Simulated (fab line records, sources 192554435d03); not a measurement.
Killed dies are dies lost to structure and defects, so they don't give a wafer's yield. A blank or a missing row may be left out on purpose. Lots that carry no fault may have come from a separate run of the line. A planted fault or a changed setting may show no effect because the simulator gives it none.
fab line records	flow n5-finfet
[record] lots = 7	wafers = 21	last-day = 20
route steps=1938 shown BEOL_M5@1120
lots that met no fault: taken from a fault-free run of the same line
start-h: the number of hours between the record's first day and the start of the first shown wafer of the lot	wait-h: time in hours since the lot's previous step	" same as the row above	L1.1+2: a row that stands for several wafers	- no value, or no start was given	* or withheld: withheld	< > ~ a bound
route shown NAME@n: NAME is a module with steps in the file, n the number in the route of the first one	usual: mean/standard deviation of fault-free wafers	same: alike in all rows	chamber/n: place in a boat	sites: readings site by site	_std_site: the standard deviation of these	_edge_site: the outer-site mean with the inner-site mean subtracted	radius-mm: for every site, how far away it sits from the centre of the wafer	mask NAME#n: copy n	behind: the tool/chamber that last shaped the wafer	hold: the reason the lot was held/the length of the hold in hours/how it ended	device: names the non-switching transistor (n, p or np)	end of line: the route-end tests of the same wafers	a step with no rows: only its recipe	killed: count of dies lost to structure and defects at first sort (not the wafer's yield)	map: dies across one wafer; x = killed, . = not, _ = none there
set.NAME: the setting the step ran with; set.NAME@STEP: the setting that earlier step ran with	model.NAME: the simulator's own value behind a step, which no gauge read
a table for each step, a row for each wafer; lots at some steps of the route
services: the hour from which a tool's chamber was out of use, counted from the record's first day as start-h (under 0 if before that day), plus the number of hours and why
[[steps]]
[step N5_BEOL_M5_COAT_05]
[recipe] resist = CAR-EUV	spin-rpm = 1500	resist-thk-nm = 30
[step N5_BEOL_M5_EBR_07]
[recipe] solvent = PGMEA	ebr-width-mm = 1.5
[step N5_BEOL_M5_SOFTBAKE_06]
[recipe] temp-c = 110	time-s = 60	resist = CAR-EUV
[step N5_BEOL_M5_EXPOSE_08]
[recipe] mask-id = M5	na = 0.33	source-shape = annular	sigma-inner = 0.4	sigma-outer = 0.8	polarization = unpolarized	target-cd-nm = 28	dose-mj = 35.75
[step N5_BEOL_M5_PEB_09]
[recipe] peb-temp-c = 100	peb-time-s = 60	resist = CAR-EUV
[step N5_BEOL_M5_DEVELOP_10]
[recipe] develop-time-s = 30	developer = TMAH	resist = CAR-EUV	rinse-liquid = surfactant-rinse	dry = air-spin	dev-temp-c = 23
[step N5_BEOL_M5_CD_MEAS_11]
[recipe] target-cd-nm = 27.74	landing-energy-ev = 500	detector = se-inlens
[usual] cd-nm = 27.9/0.31
[same] landing-energy-ev = 500
lot.wafer	tool	chamber	start-h	wait-h	cd-nm
L727.2	cd-sem-02	0	240.84	-	28.0
L727.3	"	0	"	"	28.3
L727.5	"	0	"	"	27.9
L736.3	cd-sem-01	0	283.02	-	27.6
L736.4	"	0	"	"	27.7
L736.5	"	0	"	"	28.2
L735.3	cd-sem-02	0	291.99	-	27.9
L735.5	"	0	"	"	27.9
L735.6	"	0	"	"	27.5
L734.1	cd-sem-02	0	302.64	-	28.1
L734.3	"	0	"	"	28.3
L734.5	"	0	"	"	27.7
L739.2	cd-sem-03	0	302.95	-	28.0
L739.3	"	0	"	"	28.0
L739.6	"	0	"	"	28.2
L738.2	cd-sem-02	0	323.35	-	27.6
L738.4	"	0	"	"	28.3
L738.6	"	0	"	"	27.3
L743.1	cd-sem-03	0	348.92	-	27.3
L743.3	"	0	"	"	27.8
L743.6	"	0	"	"	27.7
[step N5_BEOL_M5_OVL_MEAS_12]
[recipe] points-per-wafer = 522
[usual] M5_OVL = 0.2/0.55
lot.wafer	tool	chamber	start-h	wait-h	M5_OVL[nm]
L727.2	overlay-02	0	240.87	0.0	-0.1
L727.3	"	0	"	"	0.0
L727.5	"	0	"	"	-0.2
L736.3	overlay-01	0	283.06	0.0	0.3
L736.4	"	0	"	"	0.7
L736.5	"	0	"	"	0.8
L735.3	overlay-02	0	292.03	0.0	0.1
L735.5	"	0	"	"	0.0
L735.6	"	0	"	"	-0.2
L734.1	overlay-02	0	302.67	0.0	0.4
L734.3	"	0	"	"	-0.4
L734.5	"	0	"	"	0.1
L739.2	overlay-01	0	302.99	0.0	0.4
L739.3	"	0	"	"	0.1
L739.6	"	0	"	"	-0.1
L738.2	overlay-02	0	323.39	0.0	-0.4
L738.4	"	0	"	"	-0.9
L738.6	"	0	"	"	-0.7
L743.1	overlay-02	0	348.95	0.0	0.2
L743.3	"	0	"	"	0.7
L743.6	"	0	"	"	-0.3
[step N5_BEOL_M5_INSPECT_13]
[recipe] mode = adi	inspect-instrument = brightfield
[usual] raw-defect-count = 421/100
lot.wafer	tool	chamber	start-h	wait-h	raw-defect-count
L727.2	defect-inspect-02	-	240.93	0.0	446
L727.3	"	-	"	"	503
L727.5	"	-	"	"	375
L736.3	defect-inspect-01	-	283.10	0.0	305
L736.4	"	-	"	"	300
L736.5	"	-	"	"	245
L735.3	defect-inspect-01	-	292.08	0.0	356
L735.5	"	-	"	"	482
L735.6	"	-	"	"	294
L734.1	defect-inspect-02	-	302.72	0.1	419
L734.3	"	-	"	"	384
L734.5	"	-	"	"	468
L739.2	defect-inspect-01	-	303.04	0.0	435
L739.3	"	-	"	"	373
L739.6	"	-	"	"	392
L738.2	defect-inspect-01	-	323.44	0.0	503
L738.4	"	-	"	"	469
L738.6	"	-	"	"	513
L743.1	defect-inspect-02	-	349.00	0.1	382
L743.3	"	-	"	"	310
L743.6	"	-	"	"	335
[step N5_BEOL_M5_DESCUM_16]
[recipe] chemistry = O2	time-s = 7	source-power-w = 50	bias-power-w = 20	pressure-mtorr = 20	rf-frequency-hz = 2.712e+07	temp-c = 40	resist = CAR-EUV	o2-flow-sccm = 225
[usual] bias-power-w = 19.99/0.061	drypump-motor-current-A = 5.6/0.32	oes-product-au = 0.77/0.065	rf-vpp-V = 242.9/1.5	showerhead-plenum-p-Torr = 2.08/0.082	throttle-valve-pct = 20.45/0.18
lot.wafer	tool	chamber	start-h	wait-h	bias-power-w	drypump-motor-current-A	oes-product-au	rf-hours-counter-h	rf-vpp-V	showerhead-plenum-p-Torr	throttle-valve-pct
L727.2	rie-diel-02	2	240.96	0.0	20.00	5.5	0.72	194	242.5	2.09	20.50
L727.3	"	0	"	"	20.03	5.5	0.80	116	242.1	2.02	20.30
L727.5	"	1	"	"	20.01	5.4	0.84	-	245.2	2.20	20.18
L736.3	rie-diel-02	3	283.27	0.2	19.98	5.7	0.72	227	241.6	1.95	20.43
L736.4	"	0	"	"	19.94	5.5	0.78	128	241.0	2.02	20.32
L736.5	"	1	"	"	19.94	5.4	0.82	-	244.6	2.19	20.19
L735.3	rie-diel-02	2	292.11	0.0	19.96	5.5	0.72	212	242.6	2.08	20.54
L735.5	"	3	"	"	20.01	5.7	0.72	-	241.1	1.95	20.43
L735.6	"	2	"	"	20.02	5.5	0.71	-	241.5	2.08	20.52
L734.1	rie-diel-06	1	303.20	0.5	20.09	5.4	0.82	97	243.1	2.10	20.44
L734.3	"	2	"	"	20.02	5.8	0.77	137	240.6	1.95	20.64
L734.5	"	3	"	"	19.98	5.8	0.67	-	243.8	2.04	20.46
L739.2	rie-diel-03	3	303.28	0.2	20.00	4.9	0.72	208	243.2	2.16	20.78
L739.3	"	2	"	"	20.03	5.4	0.96	0	242.9	2.18	20.32
L739.6	"	2	"	"	20.12	5.4	0.96	-	244.2	2.18	20.32
L738.2	rie-diel-06	3	323.48	0.0	19.96	5.8	0.67	236	241.6	2.04	20.45
L738.4	"	0	"	"	20.00	5.5	0.86	58	241.6	2.07	20.36
L738.6	"	1	"	"	19.96	5.3	0.81	-	243.3	2.10	20.44
L743.1	rie-diel-02	2	349.05	0.0	19.97	5.5	0.69	232	244.2	2.08	20.57
L743.3	"	3	"	"	20.05	5.6	0.70	249	240.6	1.94	20.45
L743.6	"	1	"	"	20.05	5.4	0.80	-	246.2	2.19	20.22
[step N5_BEOL_M5_ETCH_72]
[recipe] chemistry = N2/H2	target = underlayer	target-depth-a = 65	mask-material = CAR-EUV	time-s = 5.2	ion-energy-ev = 200	pressure-mtorr = 30	source-w = 840	bias-w = 150	n2-flow-sccm = 200	h2-flow-sccm = 200	ends = cleared
[usual] bias-w = 150.0/0.46	chamber-pressure-mTorr = 30.00/0.04	drypump-motor-current-A = 5.6/0.32	etch-rf-on-time-s = 5.20/0.23	n2-flow-sccm = 199.9/0.59	oes-product-au = 0.66/0.055	rf-vpp-V = 523/3.1	showerhead-plenum-p-Torr = 2.52/0.093	throttle-valve-pct = 17.86/0.2
lot.wafer	tool	chamber	start-h	wait-h	bias-w	chamber-pressure-mTorr	drypump-motor-current-A	etch-rf-on-time-s	n2-flow-sccm	oes-product-au	rf-hours-counter-h	rf-vpp-V	showerhead-plenum-p-Torr	throttle-valve-pct
L727.2	rie-diel-02	2	240.99	0.0	150.0	30.06	5.6	4.87	199.6	0.65	194	523	2.51	17.86
L727.3	"	0	"	"	151.1	30.01	5.5	5.34	200.6	0.67	116	521	2.47	17.89
L727.5	"	1	"	"	151.2	29.96	5.5	4.83	199.2	0.72	-	529	2.67	17.57
L736.3	rie-diel-02	3	283.30	0.0	150.6	30.00	5.7	5.53	199.5	0.60	227	521	2.40	17.95
L736.4	"	0	"	"	149.9	30.02	5.5	5.33	200.9	0.67	128	524	2.47	17.89
L736.5	"	1	"	"	149.7	29.94	5.4	4.83	200.6	0.73	-	530	2.66	17.62
L735.3	rie-diel-02	2	292.15	0.0	150.2	29.97	5.6	4.91	200.0	0.64	212	522	2.50	17.88
L735.5	"	3	"	"	149.7	30.06	5.7	5.54	199.8	0.59	-	518	2.40	17.96
L735.6	"	2	"	"	150.2	30.07	5.5	4.87	199.4	0.65	-	524	2.50	17.88
L734.1	rie-diel-06	1	303.23	0.0	149.3	29.97	5.4	5.11	199.9	0.69	97	527	2.55	17.68
L734.3	"	2	"	"	149.9	29.99	5.9	5.32	199.9	0.65	137	518	2.35	18.00
L734.5	"	3	"	"	150.5	30.06	5.8	5.24	199.1	0.59	-	525	2.51	18.00
L739.2	rie-diel-03	3	303.32	0.0	149.9	29.88	4.9	5.06	199.8	0.63	208	527	2.62	18.30
L739.3	"	2	"	"	150.3	29.99	5.4	5.05	200.1	0.83	0	524	2.60	17.46
L739.6	"	2	"	"	150.0	29.96	5.4	5.02	200.1	0.85	-	527	2.60	17.45
L738.2	rie-diel-06	3	323.51	0.0	149.3	30.06	5.8	5.27	198.9	0.58	236	523	2.50	18.02
L738.4	"	0	"	"	150.7	29.98	5.5	5.17	199.6	0.74	58	522	2.48	17.56
L738.6	"	1	"	"	150.1	29.96	5.4	5.20	200.2	0.68	-	525	2.54	17.69
L743.1	rie-diel-02	2	349.08	0.0	149.7	29.95	5.5	4.96	200.4	0.61	232	524	2.49	17.92
L743.3	"	3	"	"	150.7	30.05	5.6	5.65	199.6	0.58	249	519	2.39	17.98
L743.6	"	1	"	"	150.6	30.00	5.4	4.84	200.0	0.70	-	526	2.65	17.64
[step N5_BEOL_M5_ETCH_61]
[recipe] chemistry = CF4	target = SiARC	target-depth-a = 156	mask-material = CAR-EUV	time-s = 26	ion-energy-ev = 80	pressure-mtorr = 40	source-w = 545	bias-w = 36	Ar_flow_sccm = 100	cf4-flow-sccm = 100	ends = cleared
[usual] bias-w = 35.98/0.11	cf4-flow-sccm = 99.9/0.33	drypump-motor-current-A = 5.6/0.32	etch-rf-on-time-s = 26.0/1.1	oes-product-au = 0.66/0.054	rf-vpp-V = 183.9/1.2	showerhead-plenum-p-Torr = 2.13/0.08	throttle-valve-pct = 15.64/0.21
lot.wafer	tool	chamber	start-h	wait-h	bias-w	cf4-flow-sccm	drypump-motor-current-A	etch-rf-on-time-s	oes-product-au	rf-hours-counter-h	rf-vpp-V	showerhead-plenum-p-Torr	throttle-valve-pct
L727.2	rie-diel-02	2	241.01	0.0	35.88	99.7	5.5	24.5	0.65	194	183.0	2.14	15.74
L727.3	"	0	"	"	35.91	100.2	5.5	26.6	0.68	116	184.4	2.06	15.46
L727.5	"	1	"	"	36.08	100.2	5.4	24.6	0.72	-	184.8	2.26	15.43
L736.3	rie-diel-02	3	283.32	0.0	35.92	100.1	5.7	27.7	0.60	227	183.3	2.02	15.81
L736.4	"	0	"	"	35.96	99.8	5.5	26.1	0.67	128	183.4	2.06	15.46
L736.5	"	1	"	"	36.07	99.3	5.4	24.5	0.71	-	185.0	2.25	15.46
L735.3	rie-diel-02	2	292.16	0.0	35.96	99.7	5.5	24.2	0.64	212	184.1	2.13	15.78
L735.5	"	3	"	"	35.76	99.7	5.7	27.4	0.60	-	183.0	2.02	15.81
L735.6	"	2	"	"	36.00	100.3	5.5	24.3	0.64	-	186.0	2.13	15.78
L734.1	rie-diel-06	1	303.25	0.0	35.98	100.2	5.4	26.2	0.69	97	184.3	2.17	15.69
L734.3	"	2	"	"	35.93	100.0	5.8	26.7	0.65	137	180.8	1.99	15.67
L734.5	"	3	"	"	36.04	99.9	5.8	26.3	0.58	-	184.2	2.12	15.94
L739.2	rie-diel-03	3	303.34	0.0	35.99	99.4	4.9	25.8	0.63	208	184.6	2.21	15.97
L739.3	"	2	"	"	36.06	99.9	5.4	25.4	0.83	0	184.1	2.17	15.16
L739.6	"	2	"	"	35.98	99.8	5.4	25.5	0.83	-	184.3	2.17	15.15
L738.2	rie-diel-06	3	323.53	0.0	36.11	99.6	5.8	26.4	0.57	236	184.8	2.12	15.96
L738.4	"	0	"	"	36.02	100.0	5.5	26.1	0.74	58	183.3	2.09	15.28
L738.6	"	1	"	"	35.97	99.5	5.4	26.5	0.68	-	184.7	2.16	15.71
L743.1	rie-diel-02	2	349.10	0.0	35.88	100.0	5.5	24.7	0.62	232	183.1	2.13	15.81
L743.3	"	3	"	"	35.91	99.5	5.7	27.8	0.58	249	183.0	2.01	15.87
L743.6	"	1	"	"	35.82	99.5	5.4	24.5	0.69	-	185.8	2.25	15.50
[step N5_BEOL_M5_ETCH_62]
[recipe] chemistry = N2/H2	target = SOC	target-depth-a = 750	overetch-a = 150	mask-material = SiARC	temp-c = 40	time-s = 112.5	ion-energy-ev = 200	pressure-mtorr = 30	source-w = 840	bias-w = 150	n2-flow-sccm = 200	h2-flow-sccm = 200
[usual] bias-w = 150.0/0.43	chamber-pressure-mTorr = 30.000/0.029	drypump-motor-current-A = 5.6/0.32	n2-flow-sccm = 200.1/0.67	oes-product-au = 0.61/0.047	rf-vpp-V = 523.3/2.7	showerhead-plenum-p-Torr = 2.52/0.094	throttle-valve-pct = 17.82/0.2
lot.wafer	tool	chamber	start-h	wait-h	bias-w	chamber-pressure-mTorr	drypump-motor-current-A	n2-flow-sccm	oes-product-au	rf-hours-counter-h	rf-vpp-V	showerhead-plenum-p-Torr	throttle-valve-pct	model.SiARC_of_BEOL_M5_COAT_60.thk-nm	model.underlayer_of_BEOL_M5_COAT_71.thk-nm
L727.2	rie-diel-02	2	241.04	0.0	149.9	30.022	5.5	199.4	0.58	194	522.7	2.51	17.80	6.8	0
L727.3	"	0	"	"	149.8	29.995	5.5	200.1	0.63	117	521.2	2.47	17.84	7.2	0
L727.5	"	1	"	"	149.7	29.991	5.4	200.0	0.65	-	527.9	2.67	17.54	6.4	0
L736.3	rie-diel-02	3	283.35	0.0	-	-	-	-	-	-	-	-	-	12	5
L736.4	"	0	"	"	-	-	-	-	-	-	-	-	-	12	5
L736.5	"	1	"	"	-	-	-	-	-	-	-	-	-	12	5
L735.3	rie-diel-02	2	292.19	0.0	-	-	-	-	-	-	-	-	-	12	5
L735.5	"	3	"	"	-	-	-	-	-	-	-	-	-	12	5
L735.6	"	2	"	"	-	-	-	-	-	-	-	-	-	12	5
L734.1	rie-diel-06	1	303.28	0.0	-	-	-	-	-	-	-	-	-	12	5
L734.3	"	2	"	"	-	-	-	-	-	-	-	-	-	12	5
L734.5	"	3	"	"	-	-	-	-	-	-	-	-	-	12	5
L739.2	rie-diel-03	3	303.36	0.0	150.5	30.017	4.9	200.5	0.58	208	526.4	2.63	18.25	6.8	0
L739.3	"	2	"	"	151.0	29.982	5.4	200.1	0.77	0	525.9	2.60	17.41	6.6	0
L739.6	"	2	"	"	149.8	30.017	5.4	199.5	0.76	-	525.2	2.60	17.41	6.6	0
L738.2	rie-diel-06	3	323.56	0.0	150.1	29.955	5.8	199.4	0.53	236	521.6	2.50	17.98	7	0
L738.4	"	0	"	"	150.0	30.017	5.5	200.1	0.69	58	524.0	2.48	17.53	7	0
L738.6	"	1	"	"	149.8	29.979	5.4	199.5	0.64	-	524.4	2.54	17.65	6.6	0
L743.1	rie-diel-02	2	349.13	0.0	150.5	29.960	5.6	199.9	0.56	232	521.4	2.49	17.88	6.6	0
L743.3	"	3	"	"	149.4	29.963	5.7	199.3	0.56	249	519.9	2.39	17.98	7.2	0
L743.6	"	1	"	"	149.7	30.029	5.4	199.9	0.62	-	527.5	2.65	17.60	6.4	0
[step N5_BEOL_M5_STRIP_63]
[recipe] chemistry = N2/H2	temp-c = 40	n2-flow-sccm = 200	h2-flow-sccm = 200	rf-frequency-hz = 6e+07
[step N5_BEOL_M5_STRIP_73]
[recipe] chemistry = N2/H2	temp-c = 40	n2-flow-sccm = 200	h2-flow-sccm = 200	rf-frequency-hz = 6e+07
[step N5_BEOL_M5_STRIP_64]
[recipe] chemistry = CF4	resist = SiARC	power-w = 300	bias-power-w = 75	pressure-mtorr = 50	cf4-flow-sccm = 150	rf-frequency-hz = 6e+07
[usual] bias-power-w = 74.97/0.22	drypump-motor-current-A = 5.6/0.32	oes-product-au = 0.76/0.059	rf-vpp-V = 270.9/1.7	showerhead-plenum-p-Torr = 1.78/0.066	throttle-valve-pct = 13.62/0.23
lot.wafer	tool	chamber	start-h	wait-h	bias-power-w	drypump-motor-current-A	oes-product-au	rf-hours-counter-h	rf-vpp-V	showerhead-plenum-p-Torr	throttle-valve-pct
L727.2	rie-diel-02	2	241.17	0.0	74.89	5.6	0.73	194	271.1	1.79	13.74
L727.3	"	0	"	"	74.61	5.5	0.79	117	270.6	1.73	13.44
L727.5	"	1	"	"	74.58	5.4	0.82	-	273.8	1.89	13.39
L736.3	rie-diel-02	3	283.47	0.0	74.94	5.7	0.71	227	269.5	1.69	13.84
L736.4	"	0	"	"	75.22	5.5	0.78	129	270.1	1.72	13.45
L736.5	"	1	"	"	75.09	5.4	0.79	-	272.6	1.89	13.43
L735.3	rie-diel-02	2	292.32	0.0	74.90	5.5	0.71	212	271.6	1.79	13.78
L735.5	"	3	"	"	74.78	5.6	0.71	-	268.5	1.69	13.85
L735.6	"	2	"	"	75.13	5.5	0.71	-	269.6	1.79	13.77
L734.1	rie-diel-06	1	303.41	0.0	74.89	5.4	0.80	97	272.0	1.80	13.58
L734.3	"	2	"	"	74.99	5.8	0.76	138	267.8	1.68	13.68
L734.5	"	3	"	"	74.65	5.8	0.67	-	271.0	1.78	13.94
L739.2	rie-diel-03	3	303.49	0.0	75.14	4.9	0.72	208	273.9	1.85	13.96
L739.3	"	2	"	"	74.69	5.4	0.95	0	271.3	1.80	13.07
L739.6	"	2	"	"	74.91	5.4	0.96	-	271.5	1.80	13.05
L738.2	rie-diel-06	3	323.68	0.0	74.92	5.8	0.67	236	268.8	1.78	13.96
L738.4	"	0	"	"	74.73	5.5	0.85	58	269.4	1.75	13.23
L738.6	"	1	"	"	74.70	5.4	0.80	-	271.4	1.79	13.58
L743.1	rie-diel-02	2	349.25	0.0	75.07	5.5	0.70	232	270.6	1.78	13.82
L743.3	"	3	"	"	75.02	5.7	0.70	249	268.1	1.69	13.89
L743.6	"	1	"	"	75.43	5.5	0.77	-	272.9	1.88	13.48
[step N5_BEOL_M5_HM_OPEN_17]
[recipe] chemistry = Cl2/BCl3	target-depth-a = 200	overetch-a = 60	target = TiN	mask-material = SOC	ion-energy-ev = 150	pressure-mtorr = 10	icp-w = 1000	bias-w = 126	Cl2_flow_sccm = 53.25	bcl3-flow-sccm = 21.75	Ar_flow_sccm = 25
[usual] drypump-motor-current-A = 5.67/0.14	he-backside-leak-sccm = 3.27/0.2	oes_ar_750_au = 0.84/0.055	oes-product-au = 0.73/0.044	throttle-valve-pct = 22.14/0.21
lot.wafer	tool	chamber	start-h	wait-h	drypump-motor-current-A	he-backside-leak-sccm	oes_ar_750_au	oes-product-au	rf-hours-counter-h	throttle-valve-pct
L727.2	rie-metal-02	0	241.24	0.1	5.66	3.29	0.81	0.68	-	21.85
L727.3	"	0	"	"	5.65	3.58	0.81	0.69	-	21.84
L727.5	"	0	"	"	5.65	3.60	0.81	0.70	-	21.82
L736.3	rie-metal-02	0	283.54	0.1	5.64	3.42	0.80	0.30	-	22.52
L736.4	"	1	"	"	5.35	3.31	0.77	0.31	-	22.74
L736.5	"	1	"	"	5.33	3.24	0.77	0.30	-	22.75
L735.3	rie-metal-03	1	292.42	0.1	5.69	3.21	0.84	0.34	-	22.82
L735.5	"	1	"	"	5.75	3.18	0.85	0.32	-	22.83
L735.6	"	1	"	"	5.73	3.15	0.84	0.33	-	22.82
L734.1	rie-metal-03	0	303.45	0.0	5.72	3.23	0.95	0.38	0	22.83
L734.3	"	0	"	"	5.73	3.34	0.95	0.37	-	22.84
L734.5	"	0	"	"	5.72	3.32	0.95	0.38	-	22.85
L739.2	rie-metal-02	1	303.53	0.0	5.38	3.40	0.76	0.69	36	22.11
L739.3	"	1	"	"	5.39	3.34	0.76	0.70	-	22.08
L739.6	"	1	"	"	5.39	3.22	0.76	0.70	-	22.12
L738.2	rie-metal-01	1	323.72	0.0	5.85	3.06	0.90	0.73	18	22.48
L738.4	"	0	"	"	5.72	3.10	0.84	0.72	-	22.29
L738.6	"	0	"	"	5.72	3.18	0.85	0.72	-	22.29
L743.1	rie-metal-03	0	349.29	0.0	5.70	3.22	0.90	0.83	5	22.18
L743.3	"	0	"	"	5.71	3.19	0.90	0.80	-	22.21
L743.6	"	0	"	"	5.72	3.29	0.90	0.79	-	22.21
[step N5_BEOL_M5_STRIP_19]
[recipe] chemistry = O2	power-w = 400	temp-c = 40	pressure-mtorr = 30	rf-frequency-hz = 6e+07	bias-power-w = 0	overash-fraction = 0.2	o2-flow-sccm = 225
[usual] drypump-motor-current-A = 5.6/0.37	oes-product-au = 0.78/0.072	rf-vpp-V = 3.6/0.46	showerhead-plenum-p-Torr = 2.09/0.073	throttle-valve-pct = 16.71/0.18
[same] bias-power-w = 0
lot.wafer	tool	chamber	start-h	wait-h	drypump-motor-current-A	oes-product-au	rf-hours-counter-h	rf-vpp-V	showerhead-plenum-p-Torr	throttle-valve-pct
L727.2	rie-diel-06	1	241.41	0.1	5.4	0.84	79	3.7	2.11	16.64
L727.3	"	0	"	"	5.5	0.91	33	4.1	2.08	16.50
L727.5	"	0	"	"	5.5	0.91	-	4.5	2.08	16.50
L736.3	rie-diel-03	3	283.91	0.3	4.9	0.72	199	3.8	2.16	16.99
L736.4	"	2	"	"	5.4	0.65	249	3.4	2.18	17.02
L736.5	"	3	"	"	4.9	0.73	-	3.7	2.16	16.99
L735.3	rie-diel-03	1	292.56	0.1	6.4	0.75	187	3.7	2.12	16.91
L735.5	"	3	"	"	4.9	0.73	-	3.5	2.16	17.01
L735.6	"	1	"	"	6.5	0.74	-	2.9	2.12	16.93
L734.1	rie-diel-03	3	303.56	0.1	4.9	0.72	208	3.0	2.16	17.02
L734.3	"	1	"	"	6.5	0.74	191	3.5	2.11	16.94
L734.5	"	2	"	"	5.4	0.95	-	3.4	2.18	16.50
L739.2	rie-diel-02	3	303.64	0.1	5.6	0.71	235	3.0	1.95	16.78
L739.3	"	1	"	"	5.5	0.82	104	3.1	2.19	16.46
L739.6	"	3	"	"	5.7	0.71	-	3.1	1.95	16.78
L738.2	rie-diel-03	0	323.83	0.1	6.0	0.82	77	3.1	2.13	16.64
L738.4	"	3	"	"	4.9	0.72	213	4.1	2.16	17.03
L738.6	"	1	"	"	6.5	0.74	-	3.6	2.11	16.95
L743.1	rie-diel-06	1	349.40	0.1	5.4	0.80	114	3.7	2.10	16.71
L743.3	"	3	"	"	5.8	0.68	246	3.0	2.04	16.83
L743.6	"	0	"	"	5.5	0.85	-	4.5	2.07	16.56
[step N5_BEOL_M5_CD_MEAS_18]
[recipe] pitch-nm = 56	target-cd-nm = 28
[usual] cd-nm = 27.8/0.42
lot.wafer	tool	chamber	start-h	wait-h	cd-nm
L727.2	cd-sem-02	-	241.48	0.1	27.6
L727.3	"	-	"	"	27.7
L727.5	"	-	"	"	28.2
L736.3	cd-sem-01	-	283.99	0.1	-
L736.4	"	-	"	"	-
L736.5	"	-	"	"	-
L735.3	cd-sem-03	-	292.63	0.1	-
L735.5	"	-	"	"	-
L735.6	"	-	"	"	-
L734.1	cd-sem-03	-	303.63	0.0	-
L734.3	"	-	"	"	-
L734.5	"	-	"	"	-
L739.2	cd-sem-02	-	303.71	0.1	28.1
L739.3	"	-	"	"	28.0
L739.6	"	-	"	"	28.4
L738.2	cd-sem-02	-	323.91	0.1	27.4
L738.4	"	-	"	"	28.3
L738.6	"	-	"	"	27.3
L743.1	cd-sem-03	-	349.48	0.1	26.9
L743.3	"	-	"	"	27.2
L743.6	"	-	"	"	27.3
[step N5_BEOL_M5_COAT_65]
[recipe] resist = SOC	temp-c = 250	time-s = 60	spin-rpm = 1500	resist-thk-nm = 60
[[services]]
tool	chamber	start-h	hours	kind
rie-diel-03	2	220.43	3.6	repair
rie-metal-02	1	225.03	36.0	repair
rie-diel-02	3	230.01	2.4	repair
rie-diel-02	0	252.10	6.5	repair
rie-metal-03	-	256.49	1.2	repair
rie-metal-03	0	273.67	-	clean
rie-metal-03	0	273.67	26.6	scheduled-down
rie-metal-03	0	273.67	26.6	vent-cycle
rie-diel-03	2	285.40	-	clean
rie-diel-03	2	285.40	-	consumable-replace:focus-ring
rie-diel-03	2	285.40	16.3	scheduled-down
rie-diel-03	2	285.40	16.3	vent-cycle
rie-diel-06	2	331.76	38.5	repair
[[key]]
[first-sign] step = N5_BEOL_M5_ETCH_62	reading = tool-record	direction = missing
[effect] step = N5_BEOL_M5_HM_OPEN_17	reading = oes-product-au	direction = down	sigmas = 9	usual = 0.73	struck = 0.34
[effect] step = N5_BEOL_M5_CD_MEAS_18	reading = cd-nm	direction = missing
[model-effect] step = N5_BEOL_M5_ETCH_62	value = SiARC_of_BEOL_M5_COAT_60.thk-nm	without = 6.867	struck = 12
met-at N5_BEOL_M5_ETCH_62
struck-wafers L734.1,L734.3,L734.5,L735.3,L735.5,L735.6,L736.3,L736.4,L736.5
later-rows-left-out L734.1,L734.3,L734.5,L735.3,L735.5,L735.6,L736.3,L736.4,L736.5
sort-left-out L734.1,L734.3,L734.5,L735.3,L735.5,L735.6,L736.3,L736.4,L736.5
onset-between 241.04 283.35
[fault] kind = skipped-step-whole	tool = rie-diel-02,rie-diel-06	chamber = -	onset-h = 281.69	steps = N5_BEOL_M5_ETCH_62	scope = struck-lots-only
// sort-left-out: the simulated sort isn't trusted on such a fault, so these wafers' sort isn't shown, and their yield isn't known
// later-rows-left-out: the simulator's readings of these wafers behind a module that went badly wrong aren't trusted and aren't shown, but for the sort
